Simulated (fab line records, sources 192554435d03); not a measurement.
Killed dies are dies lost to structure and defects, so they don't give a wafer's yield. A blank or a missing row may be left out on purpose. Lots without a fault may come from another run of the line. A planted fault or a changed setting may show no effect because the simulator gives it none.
A struck lot beside a sound one | flow n5_finfet | 35 steps out of a route of 1938
Sound: wafers L650.1, L650.4, L650.5. Struck: wafer L653.5. (L653.3, L653.4 of the same lot were not struck and are left out.) The cause comes at the end.
At each step with rows: each side's tool, then ch and its chambers, then its first start. Under that, the readings that differ: sound wafers | struck wafers | difference of the means | sigmas: that difference in standard deviations of wafers without a fault.
alike: readings whose means differ by less than 2 such deviations, and words and numbers that are the same on both sides. not compared: withheld readings, readings that some wafer has no value for, bounds like >300 that may hide the same value, and numbers for which the record gives no deviation and whose values overlap.
The two part at a step that has a row with sigmas, a row that says differs or no value, or rows on one side only. Numbers that don't overlap but have no deviation are shown without sigmas and don't part them. A reading that every wafer of one side lacks parts them only if that side has two wafers or more.

first, 9 steps without rows for these wafers: N5_BEOL_M13_COAT_22 (resist thk 300 nm); N5_BEOL_M13_EBR_24; N5_BEOL_M13_SOFTBAKE_23 (time 60 s); N5_BEOL_M13_EXPOSE_25 (exposes mask M13, target cd 210 nm); N5_BEOL_M13_PEB_26 (peb time 90 s); N5_BEOL_M13_DEVELOP_27 (develop time 45 s); N5_BEOL_M13_HARDBAKE_32 (time 120 s); N5_BEOL_M13_DESCUM_33 (chemistry O2, time 7.9 s); N5_BEOL_M13_ETCH_67 (etches SiARC in CF4, target depth 143 nm, time 238.3 s).
N5_BEOL_M13_ETCH_68: etches SOC in N2/H2, time 355 s.
  sound on rie_diel-06 ch 1,2,3, day 14 01:52; struck on rie_diel-06 ch 3, day 15 17:28
  reading            | sound          | struck | difference | sigmas
  rf_fwd_power_W (W) | 3000 3003 2996 | 2979   | -21        | -2
  alike: drypump_motor_current_A, oes_product_au, rf_vpp_V, showerhead_plenum_p_Torr, throttle_valve_pct
  not compared: rf_hours_counter_h
then, 24 steps without rows for these wafers: N5_BEOL_M13_STRIP_69 (strips in N2/H2); N5_BEOL_M13_TRENCH_ETCH_34 (etches SiOC in C4F8/O2/Ar, target depth 413.47 nm, time 162.6 s); N5_BEOL_M13_STRIP_70 (strips in C4F8/O2/Ar); N5_BEOL_M13_STRIP_37 (strips in N2/H2); N5_BEOL_M13_ETCH_38 (etches SiCN in CF4/N2, target depth 67.5 nm, time 71.9 s); N5_BEOL_M13_PRECLEAN_39 (cleans in residue remover, time 60 s); N5_BEOL_M13_SRD_40 (time 30 s, dry time 30 s); N5_BEOL_M13_DEGAS_41 (time 60 s); N5_BEOL_M13_PRE_CLEAN_42 (time 30 s); N5_BEOL_M13_SPUTTER_43 (material TaN, target thk 15 nm, time 24.19 s); N5_BEOL_M13_SPUTTER_44 (material Ta, target thk 10 nm, time 16.13 s); N5_BEOL_M13_SPUTTER_45 (material Cu, target thk 80 nm, time 13.33 s); N5_BEOL_M13_ECD_47 (material Cu, target thk 936 nm); N5_BEOL_M13_ANNEAL_48 (time 90 s); N5_BEOL_M13_CMP_49 (polishes, stops on SiOC, t overpolish 17.1 s, target thk 420 nm); N5_BEOL_M13_PRE_CLEAN_52 (time 15 s); N5_BEOL_M13_DEP_53 (deposits SiCN from 3MS/NH3, target thk 50 nm, time 17.8 s); N5_BEOL_M14_ILD_DEP_00 (deposits SiO2 from TEOS/O2, target thk 1119.3 nm, time 237.4 s); N5_BEOL_M14_COAT_58 (time 60 s, resist thk 89 nm); N5_BEOL_M14_COAT_04 (resist thk 800 nm); N5_BEOL_M14_EBR_06; N5_BEOL_M14_SOFTBAKE_05 (time 60 s); N5_BEOL_M14_EXPOSE_07 (exposes mask V13); N5_BEOL_M14_PEB_08 (peb time 90 s).
N5_PASSIVATION_PROBE_49:
  the record has rows for the struck wafers here (prober-02, day 16 22:00) and none for the sound ones

WHERE THEY PART
First at N5_BEOL_M13_ETCH_68; last, within this record, at N5_PASSIVATION_PROBE_49.

WHY: what the simulator had put in
Chamber particle source: rie_diel-06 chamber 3, from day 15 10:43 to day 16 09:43, at N5_BEOL_M13_ETCH_68. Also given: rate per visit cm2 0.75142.
